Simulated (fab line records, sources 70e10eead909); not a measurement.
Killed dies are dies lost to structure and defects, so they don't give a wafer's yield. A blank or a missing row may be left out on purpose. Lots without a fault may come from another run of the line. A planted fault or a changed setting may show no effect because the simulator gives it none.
Which tool did it? | flow nand_harc | 15 lots, 45 wafers sampled, at 4 steps of a route of 1159

WHAT THE GAUGES READ, wafer by wafer
The record holds no reading of a measuring or inspecting step that can be judged against a usual standard deviation.

WHICH TOOL RAN EACH LOT (tool, then ch and the chambers of the sampled wafers, then the start)
lot  | NHARC_P_GATE_HM_OPEN_105                      | NHARC_P_GATE_STRIP_75                | NHARC_P_GATE_RTA_64              | NHARC_P_CONTACT_DEP_00
L626 | rie_diel-01 ch 1,2,3, day 5 15:32 or earlier  | plasma_asher-01 ch 0,1, day 5 15:32  | rtp_anneal-02 ch 0, day 5 20:19  | pecvd-04 ch 1,2, day 5 22:04
L630 | rie_diel-02 ch 1,3, day 6 04:54 or earlier    | plasma_asher-02 ch 0,1, day 6 04:54  | rtp_anneal-02 ch 0, day 6 09:25  | pecvd-04 ch 0,1, no start
L631 | rie_diel-02 ch 1,2,3, day 6 05:28 or earlier  | plasma_asher-02 ch 0,1, day 6 05:28  | rtp_anneal-01 ch 0, day 6 09:59  | pecvd-03 ch 0,2, no start
L634 | rie_diel-02 ch 1,2, day 7 00:50 or earlier    | plasma_asher-01 ch 1, day 7 00:50    | rtp_anneal-01 ch 0, day 7 05:11  | pecvd-04 ch 0,1,2, no start
L633 | rie_diel-01 ch 1,2,3, day 6 23:56 or earlier  | plasma_asher-01 ch 0,1, day 6 23:56  | rtp_anneal-01 ch 0, day 7 04:24  | pecvd-03 ch 1,2, no start
L636 | rie_diel-12 ch 0,2,3, day 7 14:31 or earlier  | plasma_asher-01 ch 0,1, day 7 14:31  | rtp_anneal-01, day 7 19:44       | -
L635 | rie_diel-02 ch 0,2,3, day 7 14:27 or earlier  | plasma_asher-02 ch 0,1, day 7 14:27  | rtp_anneal-01, day 7 18:45       | -
L640 | rie_diel-02 ch 0,1,2, day 8 11:47 or earlier  | plasma_asher-02 ch 0,1, day 8 11:47  | rtp_anneal-01, day 8 16:16       | -
L637 | rie_diel-02 ch 0,2,3, day 8 12:16 or earlier  | plasma_asher-01 ch 0,1, day 8 12:16  | rtp_anneal-01 ch 0, day 8 16:51  | pecvd-04 ch 1,2, no start
L641 | rie_diel-02 ch 1,2,3, day 9 02:37 or earlier  | plasma_asher-02 ch 1, day 9 02:37    | rtp_anneal-01 ch 0, day 9 07:06  | pecvd-03 ch 1,2, day 9 08:57
L643 | rie_diel-01 ch 1,2, day 9 19:23 or earlier    | plasma_asher-01 ch 0,1, day 9 19:23  | rtp_anneal-01 ch 0, day 9 23:49  | pecvd-01 ch 0,1,2, no start
L645 | rie_diel-02 ch 2,3, day 9 19:52 or earlier    | plasma_asher-02 ch 0,1, day 9 19:52  | rtp_anneal-02 ch 0, day 10 00:20 | pecvd-03 ch 0,1, no start
L646 | rie_diel-02 ch 0,2,3, day 10 06:19 or earlier | plasma_asher-01 ch 0,1, day 10 06:19 | rtp_anneal-02 ch 0, day 10 10:58 | pecvd-03 ch 0,1,2, no start
L648 | rie_diel-01 ch 0,2,3, day 10 13:29 or earlier | plasma_asher-02 ch 0,1, day 10 13:29 | rtp_anneal-01 ch 0, day 10 17:59 | pecvd-04 ch 0,1,2, no start
L649 | rie_diel-12 ch 0,1,3, day 10 19:26 or earlier | plasma_asher-02 ch 0,1, day 10 19:26 | rtp_anneal-02 ch 0, day 11 00:04 | pecvd-01 ch 0,1, no start
- NHARC_P_GATE_HM_OPEN_105: chemistry O2/COS, target depth 360 nm.
- NHARC_P_GATE_STRIP_75: strips in O2.
- NHARC_P_GATE_RTA_64: time 1 s.
- NHARC_P_CONTACT_DEP_00: deposits SiO2, target thk 500 nm.

WHAT THE TOOLS THEMSELVES READ (means of the sampled wafers that have a number; where no wafer has one, the mark that the record gives instead)
NHARC_P_GATE_HM_OPEN_105. Usual: cos_flow_sccm 20.00 sccm, standard deviation 0.059; drypump_motor_current_A 6.00 A, standard deviation 0.21; oes_product_au 1.001 a.u., standard deviation 0.0072; rf_vpp_V 467.1 V, standard deviation 2.7; showerhead_plenum_p_Torr 3.12 Torr, standard deviation 0.13; throttle_valve_pct 28.330 %, standard deviation 0.0098.
lot  | tool        | cos_flow_sccm (sccm) | drypump_motor_current_A (A) | oes_product_au (a.u.) | rf_vpp_V (V) | showerhead_plenum_p_Torr (Torr) | throttle_valve_pct (%) | flag
L626 | rie_diel-01 | 20.01                | 5.79                        | 0.994                 | 466.3        | 3.06                            | 28.333                 |
L630 | rie_diel-02 | 20.01                | 6.09                        | 1.001                 | 466.7        | 3.12                            | 28.334                 |
L631 | rie_diel-02 | 20.02                | 6.11                        | 1.001                 | 466.6        | 3.13                            | 28.327                 |
L634 | rie_diel-02 | 20.01                | 6.16                        | 0.999                 | 468.8        | 3.22                            | 28.333                 |
L633 | rie_diel-01 | 20.02                | 5.80                        | 0.998                 | 465.7        | 3.05                            | 28.329                 |
L636 | rie_diel-12 | 19.98                | 5.96                        | 1.008                 | 468.5        | 3.19                            | 28.330                 |
L635 | rie_diel-02 | 19.97                | 6.02                        | 0.999                 | 465.7        | 3.05                            | 28.326                 |
L640 | rie_diel-02 | 19.99                | 6.12                        | 1.000                 | 467.8        | 3.14                            | 28.333                 |
L637 | rie_diel-02 | 20.02                | 6.04                        | 0.993                 | 465.6        | 3.05                            | 28.318                 |
L641 | rie_diel-02 | 19.97                | 6.09                        | 1.005                 | 467.6        | 3.12                            | 28.329                 |
L643 | rie_diel-01 | 20.04                | 5.84                        | 1.001                 | 466.4        | 3.06                            | 28.333                 |
L645 | rie_diel-02 | 19.99                | 6.08                        | 0.990                 | 464.5        | 3.04                            | 28.331                 |
L646 | rie_diel-02 | 19.99                | 6.04                        | 0.992                 | 465.6        | 3.05                            | 28.320                 |
L648 | rie_diel-01 | 19.98                | 5.67                        | 1.004                 | 466.3        | 3.09                            | 28.336                 |
L649 | rie_diel-12 | 20.04                | 6.07                        | 1.003                 | 467.1        | 3.13                            | 28.320                 |

NHARC_P_GATE_STRIP_75. Usual: drypump_motor_current_A 5.8 A, standard deviation 0.48; heater_power_w 348 W, standard deviation 46.
lot  | tool            | drypump_motor_current_A (A) | heater_power_w (W) | flag
L626 | plasma_asher-01 | 5.2                         | 402                |
L630 | plasma_asher-02 | 6.2                         | 321                |
L631 | plasma_asher-02 | 6.1                         | 320                |
L634 | plasma_asher-01 | 5.0                         | 427                |
L633 | plasma_asher-01 | 5.4                         | 361                |
L636 | plasma_asher-01 | 5.4                         | 361                |
L635 | plasma_asher-02 | 6.1                         | 314                |
L640 | plasma_asher-02 | 6.2                         | 323                |
L637 | plasma_asher-01 | 5.4                         | 364                |
L641 | plasma_asher-02 | 6.2                         | 338                |
L643 | plasma_asher-01 | 5.4                         | 364                |
L645 | plasma_asher-02 | 6.2                         | 330                |
L646 | plasma_asher-01 | 5.2                         | 399                |
L648 | plasma_asher-02 | 6.2                         | 328                |
L649 | plasma_asher-02 | 6.1                         | 325                |

NHARC_P_GATE_RTA_64. Usual: anneal_temp_c_max 1056.7, standard deviation 2.8; lamp_power_pct 32.0 %, standard deviation 0.58; wafer_temp_C_max 1054.7, standard deviation 0.82.
lot  | tool          | anneal_temp_c_max | lamp_power_pct (%) | wafer_temp_C_max | flag
L626 | rtp_anneal-02 | 1053.9            | 32.7               | 1054.8           |
L630 | rtp_anneal-02 | 1053.9            | 32.7               | 1054.2           |
L631 | rtp_anneal-01 | 1059.2            | 31.5               | 1055.1           |
L634 | rtp_anneal-01 | 1059.1            | 31.5               | 1054.5           |
L633 | rtp_anneal-01 | 1058.1            | 31.5               | 1053.9           |
L636 | rtp_anneal-01 | -                 | -                  | -                | OFF
L635 | rtp_anneal-01 | -                 | -                  | -                | OFF
L640 | rtp_anneal-01 | -                 | -                  | -                | OFF
L637 | rtp_anneal-01 | 1058.1            | 31.5               | 1053.9           |
L641 | rtp_anneal-01 | 1060.3            | 31.4               | 1054.4           |
L643 | rtp_anneal-01 | 1058.4            | 31.5               | 1054.2           |
L645 | rtp_anneal-02 | 1053.9            | 32.6               | 1054.9           |
L646 | rtp_anneal-02 | 1052.9            | 32.7               | 1054.2           |
L648 | rtp_anneal-01 | 1059.5            | 31.6               | 1054.4           |
L649 | rtp_anneal-02 | 1054.7            | 32.7               | 1054.9           |

NHARC_P_CONTACT_DEP_00. Usual: chamber_pressure_Torr 6.503 Torr, standard deviation 0.014; heater_power_w 523 W, standard deviation 93; throttle_valve_pct 16.3 %, standard deviation 0.42.
lot  | tool     | chamber_pressure_Torr (Torr) | heater_power_w (W) | throttle_valve_pct (%) | flag
L626 | pecvd-04 | 6.503                        | 615                | 16.6                   |
L630 | pecvd-04 | 6.520                        | 529                | 16.6                   |
L631 | pecvd-03 | 6.493                        | 572                | 16.1                   |
L634 | pecvd-04 | 6.507                        | 570                | 16.6                   |
L633 | pecvd-03 | 6.493                        | 496                | 16.0                   |
L637 | pecvd-04 | 6.498                        | 616                | 16.6                   |
L641 | pecvd-03 | 6.501                        | 458                | 16.1                   |
L643 | pecvd-01 | 6.507                        | 534                | 16.3                   |
L645 | pecvd-03 | 6.492                        | 464                | 16.6                   |
L646 | pecvd-03 | 6.490                        | 478                | 16.4                   |
L648 | pecvd-04 | 6.516                        | 573                | 15.9                   |
L649 | pecvd-01 | 6.499                        | 529                | 16.1                   |

THE ANSWER, worked out from the rows above alone
Rule: a lot is off if the mean of its wafers that have a number lies more than 3 standard deviations from the usual mean. A lot without any number at a reading at which 4 lots or more have one is off too. The other lots that the step has rows for count as sound. The gauges are gone through in route order, then the tools' own readings, and for those a lot's mean is taken as printed above. The first step at which some lot is off is used, and at that step the reading that is off furthest; a lot without a number counts as furthest.
Off: L636, L635, L640, at NHARC_P_GATE_RTA_64 (anneal_temp_c_max). Without a number there: L636, L635, L640.
A tool fits if, at that step or a process step before it, it ran every lot that is off, and no sound lot after the first of them. NHARC_P_GATE_HM_OPEN_105 gives no start for some lots, so the hours and the order of its lots are those of NHARC_P_GATE_STRIP_75. None of those tried fits.

WHAT THE SIMULATOR HAD PUT IN
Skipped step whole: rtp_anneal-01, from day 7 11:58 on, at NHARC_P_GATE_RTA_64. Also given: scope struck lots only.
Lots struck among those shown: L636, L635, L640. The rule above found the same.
